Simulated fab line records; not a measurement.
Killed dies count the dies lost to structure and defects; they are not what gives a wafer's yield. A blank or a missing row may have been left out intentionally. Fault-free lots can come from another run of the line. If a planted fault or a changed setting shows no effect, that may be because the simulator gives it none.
Chamber matching ; flow nand_harc ; 4 sister chambers for NHARC_A_STAIRCASE_DESCUM_291 on rie_diel-08
The step chemistry O2, time 3 s. 8 wafers are shown with their chamber, then 8 later ones without.

== WAFERS, EACH WITH ITS CHAMBER ==
wafer;chamber;drypump_motor_current_A (A);showerhead_plenum_p_Torr (Torr)
L079.5;3;6.0;1.98
L089.2;3;6.0;1.97
L089.4;0;5.5;1.95
L089.5;2;5.6;2.07
L092.2;1;5.2;1.86
L092.4;0;5.5;1.95
L092.5;2;5.7;2.07
L095.1;1;5.2;1.86

== WAFERS MISSING THEIR CHAMBER ==
wafer;drypump_motor_current_A (A);showerhead_plenum_p_Torr (Torr)
L095.4;5.5;1.94
L095.6;5.6;2.07
L096.1;5.2;1.86
L096.4;5.6;2.07
L096.6;5.6;2.07
L097.1;6.0;1.96
L097.4;5.5;1.94
L097.6;5.6;2.06

== THE CHAMBER EACH PASSED THROUGH ==
wafer;from the rows above;in truth
L095.4;0;0
L095.6;2;2
L096.1;1;1
L096.4;2;2
L096.6;2;2
L097.1;3;3
L097.4;0;0
L097.6;2;2
8 of 8 placed correctly. Number that these rows cannot place: 0. 0 placed wrongly.
How it was worked out, from the rows above alone: a wafer's distance from a chamber is the root of the sum, over the readings, of the square of ((its reading less the chamber's mean) divided by the reading's scatter). The wafer belongs to the nearest chamber; if the next one is less than 2 further off, it can't be placed. The mean given for a chamber averages the wafers shown for that chamber. How the scatter is found: for the shown wafers, subtract from each reading the mean of its chamber, square and add these, divide the total by (wafers less chambers), then take the root.
